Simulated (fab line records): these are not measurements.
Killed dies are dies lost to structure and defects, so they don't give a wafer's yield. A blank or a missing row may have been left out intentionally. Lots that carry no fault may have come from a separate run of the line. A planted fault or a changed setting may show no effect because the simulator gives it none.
fab line records + flow n5_finfet
record:
- lots: 3
- wafers: 9
- last_day: 16
route steps=1938 shown BEOL_M5@1112
lots that met no fault: taken from a fault-free run of the same line
start_h: hours from the record's opening day to when the first of the lot's shown wafers began + wait_h: hours from the lot's prior step to this one + " repeats the value in the row above + L1.1+2: several wafers, shown together as one row + - either no value or no given start + * or withheld: withheld + < > ~ a bound
route shown NAME@n: names a module that has steps shown in the file, with the first one's number in the route + usual: the fault-free wafers' mean and standard deviation + same: alike in all rows + chamber/n: place in a boat + sites: each site's reading + _std_site: how widely they spread, as a standard deviation + _edge_site: inner sites' mean taken away from outer sites' mean + radius_mm: for every site, how far away it sits from the centre of the wafer + mask NAME#n: copy n + behind: the tool/chamber that last shaped the wafer + hold: reason for holding the lot/hours on hold/outcome of the hold + device: which transistor (n, p or np) failed to switch + end of line: the route-end tests of the same wafers + a step with no rows: only its recipe + killed: not the wafer's yield, but the dies lost to structure and defects at the first sort + map: the dies of a wafer, with x for killed, . for not killed, _ for no die there
set.NAME: the run value of the setting; set.NAME@STEP: its run value at that earlier step + model.NAME: the simulator's own value behind a step, which no gauge read
lots at selected steps of the route; one table per step, one row per wafer
services: a tool's chamber out of use, with start hour (start_h, from the record's first day; less than 0 if before it), hours out, and reason
== steps ==
step: N5_BEOL_M5_ILD_DEP_00
recipe:
- material: SiCOH_lowk
- target_thk_a: 1406.4
- temp_c: 300
- precursor: DEMS/porogen
- pressure_torr: 5
- rf_w: 500
- time_s: 25.9
step: N5_BEOL_M5_CURE_79
recipe:
- temp_c: 385
- time_s: 240
- ambient: He/Ar
- material: SiCOH_lowk
step: N5_BEOL_M5_PECVD_70
recipe:
- material: SiO2
- target_thk_a: 160
- temp_c: 400
- precursor: TEOS/O2
- pressure_torr: 5.5
- rf_w: 450
- teos_flow_sccm: 53.8
- gas: O2
- flow_sccm: 3000
- time_s: 18
step: N5_BEOL_M5_HM_DEP_02
recipe:
- material: TiN
- target_thk_a: 200
- temp_c: 25
- chamber_pressure_pa: 0.49996
step: N5_BEOL_M5_COAT_59
recipe:
- resist: SOC
- temp_c: 250
- time_s: 60
- spin_rpm: 1500
- resist_thk_nm: 60
step: N5_BEOL_M5_COAT_60
recipe:
- resist: SiARC
- temp_c: 220
- time_s: 60
- spin_rpm: 1500
- resist_thk_nm: 12
step: N5_BEOL_M5_COAT_71
recipe:
- resist: underlayer
- temp_c: 205
- time_s: 60
- spin_rpm: 1500
- resist_thk_nm: 5
step: N5_BEOL_M5_COAT_05
recipe:
- resist: CAR-EUV
- spin_rpm: 1500
- resist_thk_nm: 30
step: N5_BEOL_M5_EBR_07
recipe:
- solvent: PGMEA
- ebr_width_mm: 1.5
step: N5_BEOL_M5_SOFTBAKE_06
recipe:
- temp_c: 110
- time_s: 60
- resist: CAR-EUV
step: N5_BEOL_M5_EXPOSE_08
recipe:
- mask_id: M5
- na: 0.33
- source_shape: annular
- sigma_inner: 0.4
- sigma_outer: 0.8
- polarization: unpolarized
- target_cd_nm: 28
- dose_mj: 35.75
| lot.wafer  | tool           | chamber | start_h | wait_h | mask |
|------------|----------------|---------|---------|--------|------|
| L940.1+3+4 | euv_scanner-01 | 0       | 234.55  | -      | M5#0 |
| L944.1+3+5 | euv_scanner-02 | 0       | 257.42  | -      | M5#0 |
| L947.3+5+6 | euv_scanner-01 | 0       | 278.93  | -      | M5#0 |
step: N5_BEOL_M5_PEB_09
recipe:
- peb_temp_c: 100
- peb_time_s: 60
- resist: CAR-EUV
step: N5_BEOL_M5_DEVELOP_10
recipe:
- develop_time_s: 30
- developer: TMAH
- resist: CAR-EUV
- rinse_liquid: surfactant_rinse
- dry: air_spin
- dev_temp_c: 23
step: N5_BEOL_M5_CD_MEAS_11
recipe:
- target_cd_nm: 27.74
- landing_energy_ev: 500
- detector: se_inlens
usual:
- cd_nm: 27.89/0.27
| lot.wafer | tool      | chamber | start_h | wait_h | cd_nm |
|-----------|-----------|---------|---------|--------|-------|
| L940.1    | cd_sem-03 | 0       | 234.68  | -      | 27.80 |
| L940.3    | "         | 0       | "       | "      | 27.91 |
| L940.4    | "         | 0       | "       | "      | 27.59 |
| L944.1    | cd_sem-03 | 0       | 257.55  | -      | 27.67 |
| L944.3    | "         | 0       | "       | "      | 27.80 |
| L944.5    | "         | 0       | "       | "      | 27.70 |
| L947.3    | cd_sem-01 | 0       | 279.05  | -      | 27.59 |
| L947.5    | "         | 0       | "       | "      | 27.01 |
| L947.6    | "         | 0       | "       | "      | 27.97 |
step: N5_BEOL_M5_DESCUM_16
recipe:
- chemistry: O2
- time_s: 7
- source_power_w: 50
- bias_power_w: 20
- pressure_mtorr: 20
- rf_frequency_hz: 2.712e+07
- temp_c: 40
- resist: CAR-EUV
- o2_flow_sccm: 225
usual:
- drypump_motor_current_A: 5.8/0.54
- oes_product_au: 0.79/0.086
- rf_vpp_V: 243.6/1.3
- showerhead_plenum_p_Torr: 2.12/0.063
- temp_c: 40.00/0.11
- throttle_valve_pct: 20.4/0.38
| lot.wafer | tool        | chamber | start_h | wait_h | drypump_motor_current_A | oes_product_au | rf_hours_counter_h | rf_vpp_V | showerhead_plenum_p_Torr | temp_c | throttle_valve_pct | model.BEOL_M5.cd_nm |
|-----------|-------------|---------|---------|--------|-------------------------|----------------|--------------------|----------|--------------------------|--------|--------------------|---------------------|
| L940.1    | rie_diel-04 | 0       | 234.80  | 0.0    | 5.6                     | 0.71           | 199                | 242.9    | 2.07                     | 40.05  | 20.8               | 28                  |
| L940.3    | "           | 3       | "       | "      | 5.8                     | 0.97           | 11                 | 243.6    | 2.15                     | 39.83  | 19.9               | 28                  |
| L940.4    | "           | 2       | "       | "      | 5.7                     | 0.72           | 170                | 245.6    | 2.19                     | 40.14  | 20.9               | 27.8                |
| L944.1    | rie_diel-04 | 3       | 257.67  | 0.0    | 5.8                     | 0.96           | 17                 | 242.4    | 2.15                     | 39.88  | 19.9               | 27.8                |
| L944.3    | "           | 2       | "       | "      | 5.7                     | 0.72           | 177                | 243.1    | 2.18                     | 40.07  | 20.9               | 27.8                |
| L944.5    | "           | 3       | "       | "      | 5.8                     | 0.94           | -                  | 244.4    | 2.15                     | 39.96  | 19.9               | 27.8                |
| L947.3    | rie_diel-04 | 2       | 279.17  | 0.0    | 5.8                     | 0.70           | 184                | 243.7    | 2.18                     | 40.08  | 20.9               | 27.8                |
| L947.5    | "           | 0       | "       | "      | 5.6                     | 0.70           | -                  | 243.3    | 2.07                     | 39.89  | 20.9               | 27.2                |
| L947.6    | "           | 1       | "       | "      | 6.3                     | 0.72           | -                  | 243.7    | 2.15                     | 40.10  | 20.1               | 27.8                |
step: N5_BEOL_M5_ETCH_72
recipe:
- chemistry: N2/H2
- target: underlayer
- target_depth_a: 65
- mask_material: CAR-EUV
- time_s: 5.2
- ion_energy_ev: 200
- pressure_mtorr: 30
- source_w: 840
- bias_w: 150
- n2_flow_sccm: 200
- h2_flow_sccm: 200
- ends: cleared
step: N5_BEOL_M5_ETCH_61
recipe:
- chemistry: CF4
- target: SiARC
- target_depth_a: 156
- mask_material: CAR-EUV
- time_s: 26
- ion_energy_ev: 80
- pressure_mtorr: 40
- source_w: 545
- bias_w: 36
- Ar_flow_sccm: 100
- cf4_flow_sccm: 100
- ends: cleared
step: N5_BEOL_M5_ETCH_62
recipe:
- chemistry: N2/H2
- target: SOC
- target_depth_a: 750
- overetch_a: 150
- mask_material: SiARC
- temp_c: 40
- time_s: 112.5
- ion_energy_ev: 200
- pressure_mtorr: 30
- source_w: 840
- bias_w: 150
- n2_flow_sccm: 200
- h2_flow_sccm: 200
step: N5_BEOL_M5_STRIP_63
recipe:
- chemistry: N2/H2
- temp_c: 40
- n2_flow_sccm: 200
- h2_flow_sccm: 200
- rf_frequency_hz: 6e+07
step: N5_BEOL_M5_STRIP_73
recipe:
- chemistry: N2/H2
- temp_c: 40
- n2_flow_sccm: 200
- h2_flow_sccm: 200
- rf_frequency_hz: 6e+07
step: N5_BEOL_M5_STRIP_64
recipe:
- chemistry: CF4
- resist: SiARC
- power_w: 300
- bias_power_w: 75
- pressure_mtorr: 50
- cf4_flow_sccm: 150
- rf_frequency_hz: 6e+07
step: N5_BEOL_M5_HM_OPEN_17
recipe:
- chemistry: Cl2/BCl3
- target_depth_a: 200
- overetch_a: 60
- target: TiN
- mask_material: SOC
- ion_energy_ev: 150
- pressure_mtorr: 10
- icp_w: 1000
- bias_w: 126
- Cl2_flow_sccm: 53.25
- bcl3_flow_sccm: 21.75
- Ar_flow_sccm: 25
step: N5_BEOL_M5_STRIP_19
recipe:
- chemistry: O2
- power_w: 400
- temp_c: 40
- pressure_mtorr: 30
- rf_frequency_hz: 6e+07
- bias_power_w: 0
- overash_fraction: 0.2
- o2_flow_sccm: 225
step: N5_BEOL_M5_COAT_65
recipe:
- resist: SOC
- temp_c: 250
- time_s: 60
- spin_rpm: 1500
- resist_thk_nm: 60
step: N5_BEOL_M5_COAT_66
recipe:
- resist: SiARC
- temp_c: 220
- time_s: 60
- spin_rpm: 1500
- resist_thk_nm: 12
step: N5_BEOL_M5_COAT_74
recipe:
- resist: underlayer
- temp_c: 205
- time_s: 60
- spin_rpm: 1500
- resist_thk_nm: 5
step: N5_BEOL_M5_COAT_22
recipe:
- resist: CAR-EUV
- spin_rpm: 1500
- resist_thk_nm: 30
step: N5_BEOL_M5_EBR_24
recipe:
- solvent: PGMEA
- ebr_width_mm: 1.5
step: N5_BEOL_M5_SOFTBAKE_23
recipe:
- temp_c: 110
- time_s: 60
- resist: CAR-EUV
step: N5_BEOL_M5_EXPOSE_25
recipe:
- mask_id: V4
- na: 0.33
- source_shape: quasar
- sigma_inner: 0.2
- sigma_outer: 0.6
- polarization: unpolarized
- defocus_nm: 10
- dose_mj: 52.75
step: N5_BEOL_M5_PEB_26
recipe:
- peb_temp_c: 100
- peb_time_s: 60
- resist: CAR-EUV
step: N5_BEOL_M5_DEVELOP_27
recipe:
- develop_time_s: 30
- developer: TMAH
- resist: CAR-EUV
- rinse_liquid: surfactant_rinse
- dry: air_spin
- dev_temp_c: 23
step: N5_BEOL_M5_DESCUM_33
recipe:
- chemistry: O2
- time_s: 7
- source_power_w: 50
- bias_power_w: 20
- pressure_mtorr: 20
- rf_frequency_hz: 2.712e+07
- temp_c: 40
- resist: CAR-EUV
- o2_flow_sccm: 225
step: N5_BEOL_M5_ETCH_75
recipe:
- chemistry: N2/H2
- target: underlayer
- target_depth_a: 65
- mask_material: CAR-EUV
- time_s: 5.2
- ion_energy_ev: 200
- pressure_mtorr: 30
- source_w: 840
- bias_w: 150
- n2_flow_sccm: 200
- h2_flow_sccm: 200
- ends: cleared
step: N5_BEOL_M5_ETCH_41
recipe:
- chemistry: CH3F/O2
- target: SiCN
- target_depth_a: 315
- taper_deg: 2
- time_s: 56.7
- ion_energy_ev: 120
- mask_material: TiN
- pressure_mtorr: 30
- source_w: 395
- bias_w: 75
- Ar_flow_sccm: 150
- CH3F_flow_sccm: 30
- O2_flow_sccm: 20
usual:
- O2_flow_sccm: 20.00/0.063
- drypump_motor_current_A: 5.8/0.52
- oes_product_au: 0.79/0.084
- rf_vpp_V: 297.9/1.5
- showerhead_plenum_p_Torr: 2.03/0.063
- throttle_valve_pct: 16.3/0.35
| lot.wafer | tool        | chamber | start_h | wait_h | O2_flow_sccm | drypump_motor_current_A | oes_product_au | rf_hours_counter_h | rf_vpp_V | showerhead_plenum_p_Torr | throttle_valve_pct | model.BEOL_M5.cd_nm |
|-----------|-------------|---------|---------|--------|--------------|-------------------------|----------------|--------------------|----------|--------------------------|--------------------|---------------------|
| L940.1    | rie_diel-03 | 2       | -       | -      | 20.18        | 5.0                     | 0.78           | 119                | 297.8    | 2.01                     | 16.5               | 27.6                |
| L940.3    | "           | 3       | "       | "      | 20.08        | 5.6                     | 0.85           | 52                 | 298.0    | 2.13                     | 16.1               | 28.4                |
| L940.4    | "           | 2       | "       | "      | 20.03        | 5.0                     | 0.78           | -                  | 296.6    | 2.01                     | 16.5               | 27.6                |
| L944.1    | rie_diel-03 | 3       | -       | -      | 19.96        | 5.7                     | 0.84           | 58                 | 301.0    | 2.12                     | 16.1               | 28.2                |
| L944.3    | "           | 0       | "       | "      | 20.01        | 5.9                     | 0.73           | 185                | 297.2    | 1.99                     | 16.4               | 27.6                |
| L944.5    | "           | 0       | "       | "      | 19.92        | 5.9                     | 0.74           | -                  | 297.2    | 1.99                     | 16.4               | 28.2                |
| L947.3    | rie_diel-03 | 1       | -       | -      | 19.95        | 6.0                     | 0.71           | 199                | 295.0    | 1.90                     | 16.5               | 27.8                |
| L947.5    | "           | 0       | "       | "      | 20.00        | 5.9                     | 0.74           | -                  | 298.6    | 1.99                     | 16.4               | 26.8                |
| L947.6    | "           | 1       | "       | "      | 19.96        | 6.0                     | 0.72           | -                  | 296.3    | 1.90                     | 16.5               | 27.8                |
== services ==
| tool           | chamber | start_h | hours | kind        |
|----------------|---------|---------|-------|-------------|
| euv_scanner-01 | -       | 212.17  | 0.6   | repair      |
| euv_scanner-02 | -       | 223.09  | 0.4   | repair      |
| rie_diel-03    | 0       | 236.50  | 2.5   | repair      |
| euv_scanner-01 | 0       | 254.28  | -     | calibration |
| euv_scanner-02 | 0       | 256.90  | -     | calibration |
| euv_scanner-02 | -       | 260.42  | 1.0   | pm          |
| rie_diel-04    | 1       | 264.02  | 3.2   | repair      |
| euv_scanner-01 | -       | 268.81  | 1.0   | pm          |
== key ==
first_sign:
- step: N5_BEOL_M5_CD_MEAS_11
- reading: cd_nm
- direction: down
- sigmas: 3.3
- usual: 27.89
- struck: 27.01
effect none on later readings
model_effect:
- step: N5_BEOL_M5_DESCUM_16
- value: BEOL_M5.cd_nm
- without: 28
- struck: 27.2
model_effect:
- step: N5_BEOL_M5_ETCH_41
- value: BEOL_M5.cd_nm
- without: 27.4
- struck: 26.8
met_at N5_BEOL_M5_EXPOSE_08
struck_wafers L947.5
onset_between 234.55 278.93
fault:
- kind: process_parameter_drift
- tool: euv_scanner-01
- chamber: -
- onset_h: 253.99
- steps: N5_BEOL_M5_EXPOSE_08
- channel: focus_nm
- offset: 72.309
- shape: step
- end_h: 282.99
- scope: struck_wafers_only
